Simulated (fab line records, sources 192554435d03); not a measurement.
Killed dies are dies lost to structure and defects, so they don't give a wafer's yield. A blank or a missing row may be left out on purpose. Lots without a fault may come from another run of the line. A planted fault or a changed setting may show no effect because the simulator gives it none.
fab line records | flow n5_finfet
record lots=12 wafers=32 last_day=17
route steps=1938 shown ILD0@346 SDB@360
lots that met no fault: from a run of the same line without faults
start_h: hours from the record's first day to the start of the lot's first wafer shown | wait_h: hours since the lot's step before | " the same as in the row above | L1.1+2: a row that stands for several wafers | - no value, or no start given | * or withheld: withheld | < > ~ a bound
route shown NAME@n: a module of which the file shows steps, and the number in the route of the first | usual: mean/standard deviation of fault-free wafers | same: alike in all rows | chamber/n: place in a boat | sites: the reading at each site | _std_site: their standard deviation | _edge_site: outer sites' mean less inner sites' | radius_mm: how far each site lies from the wafer's centre | mask NAME#n: copy n | behind: the tool/chamber that last shaped the wafer | hold: why the lot was held/for how many hours/how that ended | device: the transistor (n, p or np) that didn't switch | end of line: the same wafers' tests at the end of the route | a step without rows: its recipe alone | killed: dies lost to structure and defects at the first sort, not the wafer's yield | map: a wafer's dies, x killed, . not, _ none there
set.NAME: the setting as run; set.NAME@STEP: as run at that earlier step | model.NAME: the simulator's own value behind a step, which no gauge read
steps of the route over a sample of lots; a table a step, a row a wafer
services: from which hour (start_h, from the record's first day; less than 0 if before it) a tool's chamber was out of use, for how many hours, and why
## steps
# step N5_ILD0_INSPECT_06
# recipe inspect_instrument=darkfield mode=post_cmp
# usual raw_defect_count=37/14
# columns lot.wafer tool chamber start_h wait_h raw_defect_count
L154.2 defect_inspect-02 - 64.38 0.0 32
L154.5 " - " " 24
L155.1 defect_inspect-02 - 71.65 0.0 53
L155.6 " - " " 34
L157.1 defect_inspect-01 - 84.18 0.0 46
L157.6 " - " " 59
L159.1 defect_inspect-02 - 95.92 0.0 34
L159.3 " - " " 43
L160.3 defect_inspect-02 - 104.85 0.0 24
L160.4 " - " " 23
L160.5 " - " " 34
L162.1 defect_inspect-02 - 122.18 0.0 41
L162.5 " - " " 42
L162.6 " - " " 35
L163.2 defect_inspect-01 - 123.41 0.0 49
L163.3 " - " " 20
L163.4 " - " " 33
L167.3 defect_inspect-02 - 149.36 0.0 22
L167.4 " - " " 66
L167.5 " - " " 59
L169.1 defect_inspect-01 - 156.23 0.0 17
L169.4 " - " " 43
L169.6 " - " " 57
L174.1 defect_inspect-01 - 187.64 0.0 19
L174.2 " - " " 38
L174.5 " - " " 41
L173.3 defect_inspect-02 - 188.02 0.0 39
L173.4 " - " " 30
L173.5 " - " " 23
L176.1 defect_inspect-01 - 198.42 0.0 36
L176.2 " - " " 21
L176.6 " - " " 46
# step N5_SDB_ETCH_17
# recipe chemistry=CF4 target=SiARC target_depth_a=234 mask_material=CAR-ArF time_s=39 ion_energy_ev=80 pressure_mtorr=40 source_w=545 bias_w=36 Ar_flow_sccm=100 cf4_flow_sccm=100 ends=cleared
# usual cf4_flow_sccm=100.0/0.33 drypump_motor_current_A=5.9/0.43 etch_rf_on_time_s=38.8/0.95 mfc_ar_sccm=100.0/0.3 oes_product_au=0.68/0.066 rf_vpp_V=184.7/1.1 showerhead_plenum_p_Torr=2.20/0.058 throttle_valve_pct=15.53/0.24
# columns lot.wafer tool chamber start_h wait_h cf4_flow_sccm drypump_motor_current_A etch_rf_on_time_s mfc_ar_sccm oes_product_au rf_hours_counter_h rf_vpp_V showerhead_plenum_p_Torr throttle_valve_pct
L154.2 rie_diel-05 2 64.99 0.0 99.4 5.4 37.8 99.5 0.76 39 184.0 2.12 15.34
L154.5 " 0 " " 99.6 6.2 39.6 100.3 0.60 - 182.7 2.02 15.66
L155.1 rie_diel-05 2 72.14 0.0 99.9 5.4 37.6 100.3 0.76 41 183.6 2.11 15.34
L155.6 " 2 " " 99.9 5.4 37.7 99.9 0.76 - 183.3 2.11 15.37
L157.1 rie_diel-06 0 84.82 0.0 100.5 6.3 39.4 99.6 0.64 167 186.2 2.21 15.75
L157.6 " 3 " " 99.4 5.0 39.3 99.8 0.66 - 185.7 2.21 15.40
L159.1 rie_diel-06 2 96.67 0.0 100.4 5.9 38.6 99.9 0.58 233 184.2 2.14 15.78
L159.3 " 0 " " 100.0 6.3 39.7 100.0 0.63 172 185.4 2.21 15.76
L160.3 rie_diel-04 1 105.46 0.0 99.8 5.8 40.8 99.8 0.60 204 183.4 2.22 15.52
L160.4 " 0 " " 99.9 5.0 39.0 100.6 0.77 26 183.2 2.09 15.66
L160.5 " 2 " " 100.5 6.3 38.2 99.6 0.72 - 185.9 2.25 15.57
L162.1 rie_diel-06 0 122.79 0.0 100.1 6.3 39.1 100.0 0.63 180 184.6 2.21 15.78
L162.5 " 0 " " 100.5 6.4 38.9 100.0 0.63 - 185.2 2.21 15.77
L162.6 " 3 " " 100.0 5.0 39.2 100.3 0.64 - 184.3 2.21 15.41
L163.2 rie_diel-04 0 124.02 0.0 100.5 5.0 39.0 99.7 0.77 32 182.2 2.09 15.66
L163.3 " 3 " " 100.1 6.3 38.0 100.2 0.73 58 184.8 2.17 15.24
L163.4 " 1 " " 99.7 5.8 40.2 99.7 0.59 210 186.3 2.22 15.54
L167.3 rie_diel-05 3 149.97 0.0 99.5 5.9 39.1 99.8 0.62 209 185.2 2.20 15.35
L167.4 " 1 " " 99.6 5.8 38.4 100.3 0.65 138 186.2 2.23 15.98
L167.5 " 1 " " 100.0 5.8 38.4 99.7 0.65 - 185.6 2.23 15.97
L169.1 rie_diel-06 1 156.93 0.0 100.2 6.5 36.6 100.0 0.75 41 185.9 2.26 15.42
L169.4 " 1 " " 99.6 6.5 36.7 99.9 0.75 - 184.7 2.26 15.43
L169.6 " 1 " " 100.0 6.5 36.7 99.4 0.75 - 185.9 2.26 15.42
L174.1 rie_diel-05 2 188.29 0.0 100.4 5.4 37.8 99.9 0.71 79 183.6 2.10 15.42
L174.2 " 1 " " 99.7 5.8 38.2 100.0 0.64 152 183.8 2.22 16.01
L174.5 " 0 " " 99.6 6.2 39.0 99.6 0.75 - 185.1 2.26 15.23
L173.3 rie_diel-05 0 188.57 0.0 100.4 6.2 39.5 99.6 0.74 35 185.5 2.26 15.27
L173.4 " 1 " " 99.9 5.8 38.7 99.5 0.64 152 183.7 2.22 15.99
L173.5 " 1 " " 100.5 5.8 38.7 99.9 0.63 - 184.7 2.22 16.02
L176.1 rie_diel-04 3 199.13 0.0 99.3 6.3 38.8 100.4 0.70 84 184.9 2.16 15.29
L176.2 " 1 " " 99.9 5.8 40.8 100.3 0.57 236 185.8 2.21 15.59
L176.6 " 3 " " 99.2 6.3 38.2 100.7 0.70 - 185.3 2.16 15.30
# step N5_SDB_CUT_ETCH_26
# recipe chemistry=HBr/Cl2/O2 target=Si target_depth_a=1296 bt_time_s=20 mask_material=SiNx time_s=51.8 ion_energy_ev=* bias_w=* pressure_mtorr=10 icp_w=800 HBr_flow_sccm=150 Cl2_flow_sccm=80 O2_flow_sccm=12
# usual HBr_flow_sccm=150.1/0.42 drypump_motor_current_A=5.9/0.37 oes_product_au=0.998/0.013 throttle_valve_pct=37.2/0.35
# columns lot.wafer tool chamber start_h wait_h HBr_flow_sccm drypump_motor_current_A oes_product_au rf_hours_counter_h throttle_valve_pct
L154.2 rie_si-01 0 65.56 0.1 150.0 5.5 0.988 86 37.3
L154.5 " 3 " " 149.8 6.2 1.008 - 38.2
L155.1 rie_si-04 2 72.78 0.1 150.4 5.7 1.005 92 37.6
L155.6 " 0 " " 150.4 5.6 0.986 - 36.7
L157.1 rie_si-01 1 85.40 0.1 149.6 6.0 1.001 78 37.1
L157.6 " 2 " " 150.0 5.6 0.967 - 37.2
L159.1 rie_si-02 1 97.54 0.1 149.8 5.5 0.997 39 37.5
L159.3 " 0 " " 150.2 6.2 0.999 81 37.2
L160.3 rie_si-04 1 106.31 0.1 150.3 5.8 1.002 1 37.1
L160.4 " 2 " " 150.2 5.7 1.002 - 37.6
L160.5 " 0 " " 150.5 5.6 0.985 - 36.7
L162.1 rie_si-02 3 123.37 0.1 150.4 6.8 0.972 41 37.1
L162.5 " 0 " " 150.1 6.2 0.999 - 37.2
L162.6 " 1 " " 150.0 5.5 0.991 - 37.4
L163.2 rie_si-04 3 125.11 0.1 151.1 5.6 0.992 97 37.1
L163.3 " 0 " " 150.5 5.6 0.983 8 36.7
L163.4 " 1 " " 150.1 5.7 1.016 1 37.1
L167.3 rie_si-02 2 150.75 0.1 150.2 6.2 1.016 3 36.9
L167.4 " 0 " " 149.8 6.2 0.998 83 37.2
L167.5 " 2 " " 150.4 6.2 1.019 - 36.9
L169.1 rie_si-01 2 157.67 0.1 149.0 5.6 0.984 7 37.2
L169.4 " 3 " " 149.8 6.2 1.003 77 38.2
L169.6 " 0 " " 149.4 5.5 0.990 - 37.3
L174.1 rie_si-02 3 189.69 0.1 149.4 6.8 0.981 42 37.1
L174.2 " 2 " " 149.1 6.1 1.018 4 36.9
L174.5 " 1 " " 150.3 5.5 0.987 - 37.4
L173.3 rie_si-01 2 189.91 0.1 149.8 5.6 0.968 7 37.2
L173.4 " 0 " " 150.6 5.5 0.984 88 37.3
L173.5 " 1 " " 150.2 5.9 1.001 - 37.1
L176.1 rie_si-04 2 199.70 0.1 149.6 5.7 1.003 95 37.6
L176.2 " 3 " " 150.3 5.6 0.989 98 37.1
L176.6 " 3 " " 150.3 5.6 0.990 - 37.1
# step N5_SDB_CMP_30
# recipe stop_on=poly-Si t_overpolish_s=1.54 post_cmp_clean=alkaline_brush down_force_psi=4.1491 platen_rpm=51.796 pad_velocity_m_s=1.0306 target_thk_nm=30
# usual head_pressure_psi=4.148/0.009 motor_current_A=12.4/1.1 overpolish_run_s=1.540/0.0092 time_to_endpoint_s=17/4
# same t_overpolish_s=1.54
# columns lot.wafer tool chamber start_h wait_h head_pressure_psi motor_current_A overpolish_run_s time_to_endpoint_s
L154.2 cmp-01 1 68.63 1.5 4.152 11.1 1.534 13
L154.5 " 3 " " 4.160 11.0 1.541 12
L155.1 cmp-01 0 75.81 1.5 4.147 12.9 1.541 16
L155.6 " 2 " " 4.144 13.1 1.543 12
L157.1 cmp-01 2 88.47 1.5 4.147 12.6 1.547 14
L157.6 " 3 " " 4.160 11.0 1.545 15
L159.3 cmp-04 3 100.53 1.5 4.156 11.6 1.535 18
L159.1 " 0 " " 4.154 12.0 1.547 25
L160.4 cmp-02 1 109.26 0.1 4.147 13.0 1.532 14
L160.3 " 3 " " 4.136 11.8 1.529 21
L160.5 " 1 " " 4.152 13.3 1.551 14
L162.1 cmp-04 1 126.32 1.4 4.170 14.6 1.529 15
L162.5 " 0 " " 4.154 12.6 1.547 23
L162.6 " 1 " " 4.147 14.7 1.540 16
L163.3 cmp-02 3 128.05 1.4 4.160 11.2 1.552 19
L163.2 " 0 " " 4.144 13.5 1.541 15
L163.4 " 2 " " 4.150 12.2 1.540 21
L167.4 cmp-01 0 153.74 1.5 4.364 13.3 1.558 18
L167.3 " 1 " " 4.374 11.2 1.557 15
L167.5 " 2 " " 4.378 13.4 1.539 12
L169.4 cmp-01 0 160.58 1.4 4.370 13.2 1.528 16
L169.1 " 3 " " 4.367 11.4 1.536 16
L169.6 " 1 " " 4.373 11.9 1.547 17
L174.2 cmp-04 1 192.68 1.5 4.153 14.3 1.548 16
L174.1 " 2 " " 4.153 10.7 1.548 14
L174.5 " 0 " " 4.145 12.3 1.562 25
L173.4 cmp-02 3 193.28 1.4 4.139 11.8 1.537 21
L173.3 " 1 " " 4.172 12.9 1.551 17
L173.5 " 0 " " 4.134 13.7 1.546 17
L176.2 cmp-04 0 202.98 1.7 4.162 11.8 1.536 23
L176.1 " 3 " " 4.138 12.7 1.534 19
L176.6 " 0 " " 4.147 12.7 1.530 27
## services
# columns tool chamber start_h hours kind
rie_si-04 3 41.88 2.1 repair
cmp-04 - 44.06 3.6 repair
rie_diel-05 - 47.62 0.7 repair
rie_diel-06 2 59.96 2.2 repair
cmp-02 - 63.24 5.5 pm
rie_diel-04 1 65.80 6.9 repair
rie_diel-05 0 73.10 - clean
rie_diel-05 0 73.10 - consumable_replace:focus_ring
rie_diel-05 0 73.10 - consumable_replace:showerhead
rie_diel-05 0 73.10 18.2 scheduled_down
rie_diel-05 0 73.10 18.2 vent_cycle
cmp-02 - 79.05 0.7 repair
rie_si-01 0 83.12 11.9 repair
rie_si-02 3 93.25 2.0 repair
cmp-02 - 96.29 1.2 repair
cmp-04 - 97.14 1.4 repair
rie_si-04 3 101.02 8.2 repair
cmp-01 - 129.16 0.3 repair
rie_diel-05 2 133.03 8.9 repair
rie_diel-04 - 137.93 0.3 repair
cmp-04 - 143.74 5.2 repair
rie_diel-06 2 146.63 - clean
rie_diel-06 - 176.36 0.6 repair
rie_si-04 - 190.43 0.5 repair
## key
first_sign step=N5_SDB_CMP_30 reading=head_pressure_psi direction=up sigmas=25 usual=4.148 struck=4.371
effect none on later readings
met_at N5_SDB_CMP_30
struck_lots L167,L169
tester_left_out L167,L169
not_acting_at N5_ILD0_INSPECT_06,N5_SDB_ETCH_17,N5_SDB_CUT_ETCH_26
onset_between 88.47 153.74
fault kind=process_parameter_drift tool=cmp-01 chamber=- onset_h=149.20 steps=N5_SDB_CMP_30 channel=down_force_psi offset=0.22309 shape=step end_h=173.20 acts_in=these_recipes_only stated=4.1491
# tester_left_out: of these lots the tester's yield and bins aren't shown, on N5 and GAA mostly nor the transistor test; their killed dies are dies lost to structure and defects alone, not to doping, threshold or leakage, so they don't give the yield
